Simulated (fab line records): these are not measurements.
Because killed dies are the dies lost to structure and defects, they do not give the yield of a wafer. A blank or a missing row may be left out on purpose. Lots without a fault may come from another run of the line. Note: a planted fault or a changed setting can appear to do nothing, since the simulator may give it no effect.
fab line records	flow n5-finfet
record lots=9	wafers=27	last-day=18
route steps=1938 shown BEOL_M0@736 BEOL_M1@766 BEOL_M4@1111 PASSIVATION@1936
lots with no fault: from the same line, run without faults
start-h: hours from the record's opening day to when the first of the lot's shown wafers began	wait-h: hours since the lot's step before	" repeats the value in the row above	L1.1+2: a row that stands for several wafers	- either no value or no given start	* or withheld: withheld	< > ~ a bound
route shown NAME@n: a module of which the file shows steps, and the number in the route of the first	usual: the fault-free wafers' mean and standard deviation	same: alike in all rows	chamber/n: place in a boat	sites: readings site by site	_std_site: how widely they spread, as a standard deviation	_edge_site: outer sites' mean less inner sites'	radius-mm: for every site, how far away it sits from the centre of the wafer	mask NAME#n: copy n	behind: tool/chamber where the wafer was last shaped	hold: why the lot went on hold/how many hours it stayed there/how the hold came to an end	device: whichever transistor did not switch (one of n, p or np)	end of line: the tests these same wafers got at the end of their route	a step without rows: its recipe alone	killed: dies lost to structure and defects at the first sort, not the wafer's yield	map: shows each die of a wafer: x if killed, . if not, _ if none is there
set.NAME: the run value of the setting; set.NAME@STEP: its run value at that earlier step	model.NAME: the simulator's own value behind a step, which no gauge read
steps of the route over a sample of lots; a table a step, a row a wafer
services: from which hour (start-h, from the record's first day; less than 0 if before it) a tool's chamber was out of use, for how many hours, and why
## steps
# step N5_BEOL_M0_SPUTTER_132
# recipe material=Cu	target-thk-a=40	temp-c=-20	chamber-pressure-pa=0.07	power-w=withheld	time-s=7.37
# usual chuck-sensor-temp-C=-16.1/0.39	throttle-valve-pct=30.0/0.99
lot.wafer	tool	chamber	start-h	wait-h	chuck-sensor-temp-C	throttle-valve-pct
L870.2	pvd-sputter-02	-	156.98	0.0	-15.9	29.7
L870.3	"	-	"	"	-15.7	29.5
L870.4	"	-	"	"	-16.4	31.6
L871.1	pvd-sputter-03	-	160.27	0.0	-16.3	31.8
L871.3	"	-	"	"	-16.7	29.1
L871.4	"	-	"	"	-16.2	29.8
L872.2	pvd-sputter-01	-	162.48	0.0	-16.4	29.8
L872.5	"	-	"	"	-16.3	29.8
L872.6	"	-	"	"	-16.4	31.3
L873.1	pvd-sputter-02	-	164.61	0.0	-15.7	28.0
L873.5	"	-	"	"	-15.8	27.8
L873.6	"	-	"	"	-15.9	30.2
L878.1	pvd-sputter-01	-	201.22	0.0	-16.2	30.6
L878.4	"	-	"	"	-16.5	29.8
L878.5	"	-	"	"	-16.6	29.9
L881.2	pvd-sputter-02	-	214.10	0.0	-15.7	27.9
L881.4	"	-	"	"	-16.3	31.6
L881.6	"	-	"	"	-15.6	27.9
L884.2	pvd-sputter-01	-	230.80	0.0	-15.4	29.6
L884.4	"	-	"	"	-16.6	29.7
L884.5	"	-	"	"	-16.4	31.1
L885.2	pvd-sputter-03	-	235.13	0.0	-17.0	29.2
L885.4	"	-	"	"	-16.1	29.6
L885.6	"	-	"	"	-15.9	30.0
L888.4	pvd-sputter-03	-	262.99	0.0	-16.1	29.8
L888.5	"	-	"	"	-16.1	29.7
L888.6	"	-	"	"	-15.6	30.6
# step N5_BEOL_M0_PRE_CLEAN_131
# recipe gas=NH3/H2	time-s=15	temp-c=*	rf-power-w=300
# usual heater-power-w=85/12
lot.wafer	tool	chamber	start-h	wait-h	heater-power-w
L870.2	cvd-co-02	0	158.06	0.0	80
L870.3	"	1	"	"	75
L870.4	"	1	"	"	75
L871.1	cvd-co-02	2	161.33	0.0	96
L871.3	"	1	"	"	74
L871.4	"	2	"	"	95
L872.2	cvd-co-02	0	163.58	0.0	80
L872.5	"	0	"	"	80
L872.6	"	1	"	"	76
L873.1	cvd-co-02	1	165.75	0.0	75
L873.5	"	2	"	"	93
L873.6	"	0	"	"	80
L878.1	cvd-co-02	2	202.52	0.0	95
L878.4	"	2	"	"	94
L878.5	"	1	"	"	76
L881.2	cvd-co-01	2	215.80	0.0	65
L881.4	"	1	"	"	99
L881.6	"	1	"	"	98
L884.2	cvd-co-01	0	233.76	0.0	99
L884.4	"	1	"	"	97
L884.5	"	0	"	"	97
L885.2	cvd-co-01	0	236.25	0.0	97
L885.4	"	0	"	"	98
L885.6	"	1	"	"	98
L888.4	cvd-co-02	2	264.14	0.1	92
L888.5	"	1	"	"	78
L888.6	"	0	"	"	82
# step N5_BEOL_M0_CO_CAP_123
# recipe material=Co	target-thk-a=20	temp-c=200	precursor=CCTBA/H2	pressure-torr=30	time-s=102.1
# usual heater-power-w=236/15
lot.wafer	tool	chamber	start-h	wait-h	heater-power-w
L870.2	cvd-co-02	0	158.10	0.0	227
L870.3	"	1	"	"	223
L870.4	"	1	"	"	228
L871.1	cvd-co-02	2	161.37	0.0	247
L871.3	"	1	"	"	225
L871.4	"	2	"	"	240
L872.2	cvd-co-02	0	163.62	0.0	224
L872.5	"	0	"	"	225
L872.6	"	1	"	"	232
L873.1	cvd-co-02	1	165.79	0.0	227
L873.5	"	2	"	"	244
L873.6	"	0	"	"	228
L878.1	cvd-co-02	2	202.56	0.0	251
L878.4	"	2	"	"	244
L878.5	"	1	"	"	226
L881.2	cvd-co-01	2	215.86	0.0	210
L881.4	"	1	"	"	253
L881.6	"	1	"	"	254
L884.2	cvd-co-01	0	233.80	0.0	247
L884.4	"	1	"	"	250
L884.5	"	0	"	"	251
L885.2	cvd-co-01	0	236.29	0.0	252
L885.4	"	0	"	"	246
L885.6	"	1	"	"	257
L888.4	cvd-co-02	2	264.20	0.0	252
L888.5	"	1	"	"	224
L888.6	"	0	"	"	235
# step N5_BEOL_M0_PRE_CLEAN_124
# recipe gas=NH3	time-s=15	temp-c=withheld	rf-power-w=300
lot.wafer	tool	chamber	start-h	wait-h
L870.2+3+4	pecvd-02	1,1,2	158.19	0.1
L871.1+3+4	pecvd-03	1,0,1	161.46	0.1
L872.2+5+6	pecvd-03	2,0,2	163.71	0.1
L873.1+5+6	pecvd-01	1,0,1	165.89	0.1
L878.1+4+5	pecvd-02	1,0,2	202.65	0.1
L881.2+4+6	pecvd-02	2,0,2	215.99	0.1
L884.2+4+5	pecvd-03	0,2,1	233.90	0.1
L885.2+4+6	pecvd-03	2,1,0	236.38	0.1
L888.4+5+6	pecvd-03	2,1,0	264.26	0.0
# step N5_BEOL_M0_INSPECT_127
# recipe inspect-instrument=darkfield	mode=post-dep
# usual raw-defect-count=59/22
lot.wafer	tool	chamber	start-h	wait-h	raw-defect-count
L870.2	defect-inspect-02	-	158.34	0.0	43
L870.3	"	-	"	"	47
L870.4	"	-	"	"	51
L871.1	defect-inspect-02	-	161.58	0.0	45
L871.3	"	-	"	"	40
L871.4	"	-	"	"	35
L872.2	defect-inspect-02	-	163.83	0.0	112
L872.5	"	-	"	"	63
L872.6	"	-	"	"	128
L873.1	defect-inspect-01	-	166.00	0.0	66
L873.5	"	-	"	"	47
L873.6	"	-	"	"	76
L878.1	defect-inspect-02	-	202.77	0.0	406
L878.4	"	-	"	"	361
L878.5	"	-	"	"	333
L881.2	defect-inspect-02	-	216.11	0.0	362
L881.4	"	-	"	"	404
L881.6	"	-	"	"	325
L884.2	defect-inspect-01	-	234.03	0.0	49
L884.4	"	-	"	"	54
L884.5	"	-	"	"	78
L885.2	defect-inspect-02	-	236.50	0.0	69
L885.4	"	-	"	"	35
L885.6	"	-	"	"	51
L888.4	defect-inspect-02	-	264.37	0.0	43
L888.5	"	-	"	"	54
L888.6	"	-	"	"	40
# step N5_BEOL_M1_INSPECT_13
# recipe mode=adi	inspect-instrument=brightfield
# usual raw-defect-count=349/75
lot.wafer	tool	chamber	start-h	wait-h	raw-defect-count
L870.2	defect-inspect-02	-	159.53	0.0	291
L870.3	"	-	"	"	409
L870.4	"	-	"	"	332
L871.1	defect-inspect-02	-	163.03	0.1	216
L871.3	"	-	"	"	253
L871.4	"	-	"	"	326
L872.2	defect-inspect-01	-	166.12	0.0	391
L872.5	"	-	"	"	280
L872.6	"	-	"	"	505
L873.1	defect-inspect-01	-	168.96	0.1	335
L873.5	"	-	"	"	332
L873.6	"	-	"	"	393
L878.1	defect-inspect-02	-	205.38	0.1	643
L878.4	"	-	"	"	565
L878.5	"	-	"	"	647
L881.2	defect-inspect-02	-	217.19	0.0	635
L881.4	"	-	"	"	696
L881.6	"	-	"	"	599
L884.2	defect-inspect-01	-	235.26	0.0	342
L884.4	"	-	"	"	403
L884.5	"	-	"	"	301
L885.2	defect-inspect-02	-	240.09	0.0	403
L885.4	"	-	"	"	410
L885.6	"	-	"	"	348
L888.4	defect-inspect-01	-	266.83	0.0	370
L888.5	"	-	"	"	439
L888.6	"	-	"	"	450
# step N5_BEOL_M1_INSPECT_30
# recipe mode=adi	inspect-instrument=brightfield
# usual raw-defect-count=348/75
lot.wafer	tool	chamber	start-h	wait-h	raw-defect-count
L870.2	defect-inspect-01	-	160.65	0.0	294
L870.3	"	-	"	"	416
L870.4	"	-	"	"	345
L871.1	defect-inspect-01	-	164.00	0.1	234
L871.3	"	-	"	"	275
L871.4	"	-	"	"	343
L872.2	defect-inspect-02	-	166.99	0.0	414
L872.5	"	-	"	"	284
L872.6	"	-	"	"	470
L873.1	defect-inspect-02	-	169.88	0.1	339
L873.5	"	-	"	"	340
L873.6	"	-	"	"	366
L878.1	defect-inspect-01	-	206.50	0.1	659
L878.4	"	-	"	"	583
L878.5	"	-	"	"	661
L881.2	defect-inspect-01	-	218.22	0.0	640
L881.4	"	-	"	"	734
L881.6	"	-	"	"	599
L884.2	defect-inspect-02	-	236.14	0.1	314
L884.4	"	-	"	"	363
L884.5	"	-	"	"	288
L885.2	defect-inspect-01	-	241.08	0.0	466
L885.4	"	-	"	"	427
L885.6	"	-	"	"	374
L888.4	defect-inspect-01	-	268.07	0.0	370
L888.5	"	-	"	"	450
L888.6	"	-	"	"	430
# step N5_BEOL_M4_RC_MEAS_101
# usual DIBL_N=36.3/1.8	DIBL_P=36.5/2.1	IOFF_N=0.16/0.031	IOFF_P=0.22/0.038	ION_N=677/12	ION_P=466/7.8	SS_N=71.5/0.61	SS_P=73.2/0.7	VT_N=249/3	VT_P=-248.9/3
lot.wafer	tool	chamber	start-h	wait-h	DIBL_N[mV/V]	DIBL_P[mV/V]	IOFF_N[nA/um]	IOFF_P[nA/um]	ION_N[uA/um]	ION_P[uA/um]	SS_N[mV/dec]	SS_P[mV/dec]	VT_N[mV]	VT_P[mV]
L872.2	prober-02	0	217.02	0.2	35.5	37.0	0.17	0.27	689	478	71.1	73.5	246	-243.1
L872.5	"	0	"	"	34.6	35.8	0.15	0.24	687	480	71.0	72.2	249	-246.4
L872.6	"	0	"	"	39.3	42.0	0.28	0.38	708	488	72.2	73.6	238	-240.6
L873.1	prober-02	0	226.11	0.0	36.3	36.3	0.14	0.18	665	455	71.3	73.1	252	-255.5
L873.5	"	0	"	"	34.8	34.0	0.12	0.15	664	455	71.0	72.9	256	-258.4
L873.6	"	0	"	"	38.2	39.1	0.18	0.22	693	465	70.9	74.1	249	-252.0
L871.1	prober-01	0	229.69	0.0	35.2	34.4	0.14	0.19	678	469	71.7	72.3	249	-249.9
L871.3	"	0	"	"	39.7	39.6	0.22	0.26	673	460	72.0	74.2	247	-245.4
L871.4	"	0	"	"	40.4	41.0	0.24	0.30	703	474	71.7	74.4	242	-245.9
L870.2	prober-01	0	231.71	0.2	38.0	38.8	0.20	0.24	697	470	72.1	74.1	246	-249.7
L870.3	"	0	"	"	38.9	39.3	0.21	0.25	705	468	71.5	74.0	246	-250.0
L870.4	"	0	"	"	37.6	37.4	0.17	0.22	679	458	71.4	74.1	249	-252.2
L878.1	prober-01	0	263.90	0.0	37.1	35.6	0.15	0.21	672	465	72.3	73.7	253	-248.6
L878.4	"	0	"	"	38.7	37.7	0.19	0.25	687	471	72.5	73.8	250	-247.8
L878.5	"	0	"	"	38.9	38.3	0.18	0.27	679	467	72.9	73.5	250	-247.4
L881.2	prober-01	0	267.33	0.2	36.0	35.1	0.14	0.21	665	461	70.5	71.8	251	-251.0
L881.4	"	0	"	"	35.6	34.4	0.13	0.20	664	459	71.0	72.4	253	-252.6
L881.6	"	0	"	"	37.9	37.3	0.18	0.24	685	462	71.1	73.0	249	-247.0
L884.2	prober-01	0	284.47	0.2	38.0	37.9	0.18	0.22	666	456	71.7	74.5	249	-250.5
L884.4	"	0	"	"	38.1	39.2	0.18	0.24	680	475	72.4	73.8	248	-251.5
L884.5	"	0	"	"	37.2	37.7	0.17	0.21	685	466	71.8	73.5	246	-250.0
L885.2	prober-02	0	300.58	0.2	33.1	33.0	0.12	0.19	661	466	70.7	71.9	255	-247.7
L885.4	"	0	"	"	34.5	34.4	0.14	0.21	685	470	70.8	73.4	251	-247.6
L885.6	"	0	"	"	35.5	35.7	0.16	0.23	669	469	70.9	72.7	248	-248.0
L888.4	prober-01	0	313.39	0.5	34.1	35.5	0.14	0.20	680	469	71.8	72.6	250	-250.0
L888.5	"	0	"	"	34.1	34.8	0.14	0.19	661	457	71.4	72.4	249	-249.1
L888.6	"	0	"	"	38.3	40.8	0.23	0.31	698	477	71.7	73.5	245	-246.5
# step N5_PASSIVATION_PROBE_49
# usual defect-limited-yield=91.2/1.5	killed_at_M0_to_M3=33/9.6	killed_at_M4_up=14/5.6	killed-at-contacts=14/5.5	killed-at-front-end=40/13	killed-at-other=4/3	killed-dies=104/17	killed-open=68/13	killed-short=33/7.2	sort_bin_4_leakage=0.00/0.014	sort_bin_5_function=5.2/0.95	sort_bin_6_memory=3.3/0.62	sort-n-pass=1076/17	sort-yield-pct=91.2/1.5
# same gross-dies=1180	killed-at-back-side=0	sort_bin_8_speed[%]=0
lot.wafer	tool	chamber	start-h	wait-h	defect-limited-yield[%]	killed_at_M0_to_M3	killed_at_M4_up	killed-at-contacts	killed-at-front-end	killed-at-other	killed-dies	killed-open	killed-short	sort_bin_4_leakage[%]	sort_bin_5_function[%]	sort_bin_6_memory[%]	sort-n-pass	sort-yield-pct[%]
L870.2	prober-01	-	337.64	0.1	92.2	18	16	24	32	2	92	66	25	0	4.9	2.7	1088	92.2
L870.3	prober-01	-	337.69	0.1	90.4	29	17	24	36	7	113	72	38	0	5.3	3.6	1067	90.4
L870.4	prober-01	-	337.74	0.2	89.3	33	11	25	44	13	126	82	42	0	6.2	4.1	1054	89.3
L881.2	prober-02	-	366.86	0.1	89.0	71	11	16	29	3	130	64	17	0	6.1	3.9	1050	89.0
L881.4	prober-02	-	366.96	0.2	83.6	129	9	10	40	6	194	56	40	0	10.2	4.4	986	83.6
L881.6	prober-02	-	367.06	0.3	89.7	65	13	15	27	2	122	39	30	0	5.9	3.4	1058	89.7
L878.1	prober-01	-	372.57	0.0	84.2	117	8	10	44	8	187	67	32	0	10.7	3.8	993	84.2
L878.4	prober-01	-	372.72	0.2	83.4	115	10	12	51	8	196	59	34	0	11.2	3.8	984	83.4
L878.5	prober-01	-	372.77	0.2	86.7	76	8	13	48	12	157	67	29	0	8.2	4.0	1023	86.7
# killed by level:class
L870.2 MOL_CONTACT_COAG:geometric-particle:open=19 STI_FIN_REVEAL:geometric-particle:open=13 FIN_SAQP:geometric-particle:open=7 BEOL_M4:geometric-particle:open=7 MOL_CONTACT_COAG:geometric-particle:short=5 BEOL_M5:geometric-particle:open=5 GATE_CUT:geometric-particle:short=3 BEOL_M0_SAQP:geometric-particle:short=3
L870.3 MOL_CONTACT_COAG:geometric-particle:open=19 FIN_SAQP:geometric-particle:open=9 FIN_SAQP:geometric-particle:short=7 BEOL_M0_SAQP:geometric-particle:short=6 BEOL_M3:geometric-particle:open=6 DUMMY_GATE:geometric-particle:open=5 MOL_CONTACT_COAG:geometric-particle:short=5 BEOL_M0_SAQP:geometric-particle:open=5
L870.4 MOL_CONTACT_COAG:geometric-particle:open=20 STI_FIN_REVEAL:geometric-particle:open=16 BEOL_M0_SAQP:geometric-particle:open=10 FIN_SAQP:geometric-particle:open=5 FIN_SAQP:geometric-particle:short=5 MOL_CONTACT_COAG:geometric-particle:short=5 BEOL_M1:geometric-particle:short=5 BEOL_M3:geometric-particle:open=5
L881.2 BEOL_M0:unspecified=47 MOL_CONTACT_COAG:geometric-particle:open=16 STI_FIN_REVEAL:geometric-particle:open=9 BEOL_M0_SAQP:geometric-particle:open=6 BEOL_M0_SAQP:geometric-particle:short=5 BEOL_M3:geometric-particle:open=5 BEOL_M2:geometric-particle:open=4 FIN_SAQP:geometric-particle:open=3
L881.4 BEOL_M0:unspecified=97 BEOL_M0_SAQP:geometric-particle:short=14 BEOL_M0_SAQP:geometric-particle:open=8 FIN_SAQP:geometric-particle:open=7 GATE_CUT:geometric-particle:open=6 MOL_CONTACT_COAG:geometric-particle:open=6 BEOL_M3:geometric-particle:open=6 BEOL_M4:geometric-particle:open=5
L881.6 BEOL_M0:unspecified=51 MOL_CONTACT_COAG:geometric-particle:open=11 GATE_CUT:geometric-particle:short=5 DUMMY_GATE:geometric-particle:open=4 MOL_CONTACT_COAG:geometric-particle:short=4 BEOL_M10:geometric-particle:open=4 FIN_SAQP:geometric-particle:short=3 GATE_CUT:geometric-particle:open=3
L878.1 BEOL_M0:unspecified=83 FIN_SAQP:geometric-particle:open=13 BEOL_M0_SAQP:geometric-particle:open=13 STI_FIN_REVEAL:geometric-particle:open=9 FIN_SAQP:geometric-particle:short=8 MOL_CONTACT_COAG:geometric-particle:open=7 BEOL_M0_SAQP:geometric-particle:short=7 BEOL_M2:geometric-particle:open=6
L878.4 BEOL_M0:unspecified=97 STI_FIN_REVEAL:geometric-particle:open=11 FIN_SAQP:geometric-particle:open=9 MOL_CONTACT_COAG:geometric-particle:open=8 GATE_CUT:geometric-particle:open=6 BEOL_M2:geometric-particle:open=6 FIN_SAQP:geometric-particle:short=5 ILD0:geometric-particle:short=5
L878.5 BEOL_M0:unspecified=53 STI_FIN_REVEAL:geometric-particle:open=18 MOL_CONTACT_COAG:geometric-particle:open=12 FIN_SAQP:geometric-particle:short=8 FIN_SAQP:geometric-particle:open=6 BEOL_M3:geometric-particle:open=6 STARTING-WAFER:geometric-particle:short=5 BEOL_M2:geometric-particle:open=4
## services
tool	chamber	start-h	hours	kind
pvd-sputter-02	-	146.19	7.4	repair
pecvd-01	-	154.39	1.6	repair
pecvd-02	0	156.38	6.4	repair
pecvd-03	-	186.52	0.8	repair
cvd-co-01	0	201.83	16.8	repair
pecvd-03	2	202.38	-	clean
pecvd-03	2	202.38	-	consumable-replace:showerhead
pecvd-03	2	202.38	29.0	scheduled-down
pecvd-03	2	202.38	29.0	vent-cycle
cvd-co-02	-	214.67	0.5	repair
pecvd-01	0	221.01	1.7	repair
pecvd-01	-	224.83	0.8	repair
pecvd-01	2	230.32	2.1	scheduled-down
pecvd-01	-	243.92	14.6	pm
pecvd-03	1	252.32	5.5	scheduled-down
## key
first-sign step=N5_BEOL_M0_INSPECT_127	reading=raw-defect-count	direction=up	sigmas=14	usual=59	struck=365
effect step=N5_BEOL_M1_INSPECT_13	reading=raw-defect-count	direction=up	sigmas=3.8	usual=349	struck=631
effect step=N5_BEOL_M1_INSPECT_30	reading=raw-defect-count	direction=up	sigmas=4	usual=348	struck=646
effect step=N5_PASSIVATION_PROBE_49	reading=killed_at_M0_to_M3	direction=up	sigmas=6.5	usual=33	struck=96
more-kills-born-at N5_BEOL_M0_PRE_CLEAN_124@pecvd-02=428
met-at N5_BEOL_M0_PRE_CLEAN_124
struck-lots L878,L881
not-acting-at N5_BEOL_M0_SPUTTER_132,N5_BEOL_M0_PRE_CLEAN_131,N5_BEOL_M0_CO_CAP_123
onset-between 158.19 202.65
fault kind=chamber-particle-source	tool=pecvd-02	chamber=-	onset-h=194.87	steps=N5_BEOL_M0_PRE_CLEAN_124	rate-per-visit-cm2=0.48964	end-h=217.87
